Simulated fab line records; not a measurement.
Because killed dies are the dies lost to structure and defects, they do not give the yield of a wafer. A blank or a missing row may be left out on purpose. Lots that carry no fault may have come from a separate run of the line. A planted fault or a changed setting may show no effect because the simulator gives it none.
Problem report in the 8D (eight disciplines) form, filled by code :: flow n5-finfet :: the parts of the form that need people (team, actions taken, sign-off) are left out

1. PROBLEM STATEMENT
On 3 wafers of 1 lot, killed-at-front-end at N5_PASSIVATION_PROBE_49 has a mean of 149; fault-free wafers read 42, standard deviation 12. That puts it +8.9 standard deviations away from the usual mean.
First observed at day 15 04:44: wafer L548.1, on prober-01. Wafers with a number at this step in the record: 20, from 7 lots. The rule behind "out" and "out of limits": a value lying over 4 standard deviations away from the usual mean. Any other wafer with a number is counted as sound.

2. WHAT THIS IS AND IS NOT
question: which readings at this step
is: killed-at-front-end, killed-dies
is not: killed_at_M4_up, killed-at-contacts, killed-at-other, killed-open, killed-short

question: which lots
is: L548
is not: L538, L540, L541, L554, L556, L560

question: which wafers of those lots
is: all that have a number
is not: -

question: read on which tools
is: prober-01
is not: prober-02

question: when
is: from day 15 04:44
is not: up to then (9 sound wafers); but 8 sound wafers of L554, L556, L560 came after

3. SUSPECTS, AND WHAT RULES EACH OUT
Counting: any tool at a process step up to the reading is kept as a suspect provided that every lot that is out went through it and no sound lot did after the first of them.
- rie-diel-05 at N5_PMOS_HMC_CHANNEL_EPI_STRIP_33 (strips in N2/H2): kept. It ran the lot that is out, L548 (day 4 14:08), and no sound lot after that.
- pvd-sputter-03 at N5_PASSIVATION_PRE_CLEAN_19: ruled out as a lasting fault. After its first lot that is out, L548 (day 14 22:25), sound lots L556 ran on it.
- pvd-sputter-03 at N5_PASSIVATION_AL_DEP_21 (deposits Al, target thk 2800 nm, time 170 s): ruled out as a lasting fault. After its first lot that is out, L548 (day 14 22:33), sound lots L556 ran on it.
- pecvd-03 at N5_PASSIVATION_PECVD_35 (deposits SiNx from SiH4/NH3/N2, target thk 700 nm, time 151.3 s): ruled out as a lasting fault. After its first lot that is out, L548 (day 15 00:25), sound lots L554 ran on it.
- prober-01 at N5_PASSIVATION_PROBE_49: ruled out as a lasting fault. After its first lot that is out, L548 (day 15 04:44), sound lots L554, L560 ran on it.
Remaining after the count: rie-diel-05 at N5_PMOS_HMC_CHANNEL_EPI_STRIP_33.

4. THE CAUSE (what the simulator had put in)
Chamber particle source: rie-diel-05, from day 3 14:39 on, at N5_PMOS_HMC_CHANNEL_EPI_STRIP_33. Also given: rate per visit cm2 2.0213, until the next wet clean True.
The count eliminated every tool but this one.

5. SEQUENCE OF EFFECTS, ordered by route
Each row: a reading whose mean over the struck wafers that have a number lies more than 3 standard deviations from the usual. Only readings whose record carries a usual standard deviation are examined. hours: median over the lots of the time between each lot's start at the first step of this table that gives one and its start at this step. sigmas: the change, counted in usual standard deviations.
hours: 0
step: N5_PASSIVATION_PROBE_49
reading: killed-at-front-end
usual: 42
on struck wafers: 149
change: +107
sigmas: +8.9

hours: 0
step: N5_PASSIVATION_PROBE_49
reading: killed-dies
usual: 105
on struck wafers: 197
change: +92
sigmas: +5.7

hours: 0
step: N5_PASSIVATION_PROBE_49
reading: killed-on-rim
usual: 13
on struck wafers: 31
change: +18
sigmas: +4.4
Its process steps:
- N5_PASSIVATION_PROBE_49

6. HOW IT WOULD HAVE BEEN CAUGHT EARLIER
278 hours passed between the start of the fault at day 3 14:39 and the first reading out of limits in this record, taken at day 15 04:44.
No tool reading at N5_PMOS_HMC_CHANNEL_EPI_STRIP_33 that has a usual standard deviation in the record was out on any struck wafer, so an alarm limit of 4 standard deviations on those readings would not have fired.
The start of N5_PMOS_HMC_CHANNEL_EPI_STRIP_33 on rie-diel-05 came by day 15 04:44 for every one of the lots that are out (1). None of them would have been spared by holding the tool at that moment.
